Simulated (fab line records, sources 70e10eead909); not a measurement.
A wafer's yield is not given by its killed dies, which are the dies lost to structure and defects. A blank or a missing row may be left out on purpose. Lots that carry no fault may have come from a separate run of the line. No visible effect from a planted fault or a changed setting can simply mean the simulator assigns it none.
Matching of chambers	flow nand harc	NHARC_P_M0_PRE_CLEAN_31 on pecvd-01: 3 sister chambers
The step time 12 s. 14 wafers are shown with their chamber, then 7 later ones without.

## EACH WAFER AND ITS CHAMBER
wafer	chamber	heater power outer w (W)	heater power w (W)
L078.4	2	324	525
L078.5	1	369	658
L078.6	0	466	697
L079.1	0	440	673
L079.4	1	351	612
L079.6	2	311	518
L081.3	0	465	708
L081.4	2	329	542
L081.5	2	329	549
L084.3	0	474	722
L084.4	0	485	730
L084.6	1	361	654
L086.1	0	402	623
L086.4	0	392	604

SIGNATURES (means of the wafers above)
reading	chamber 0	chamber 1	chamber 2	scatter within a chamber
heater power outer w	446.29	360.33	323.25	27.5
heater power w	679.57	641.33	533.50	38.5
Rule: a wafer's distance from a chamber is the root of the sum, over the readings, of the square of ((its reading less the chamber's mean) divided by the reading's scatter). The wafer belongs to the nearest chamber; if the next one is less than 2 further off, it can't be placed. The scatter: take each reading less its chamber's mean, square it, sum over the shown wafers, divide by the number of wafers less the number of chambers, and take the root.

## WAFERS WITH NO CHAMBER GIVEN
wafer	heater power outer w (W)	heater power w (W)
L086.5	338	559
L089.1	463	707
L089.2	371	629
L089.6	454	711
L097.1	265	512
L097.4	314	513
L097.5	464	689

## WHICH CHAMBER EACH ONE RAN IN
wafer	from the rows above	in truth
L086.5	can't be placed: 2 or 1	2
L089.1	0	0
L089.2	1	1
L089.6	0	0
L097.1	2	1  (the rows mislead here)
L097.4	2	2
L097.5	0	0
Placed correctly: 5 of 7. Can't be placed from these rows: 1 (the true chamber is among the candidates in 1). 1 placed wrongly.
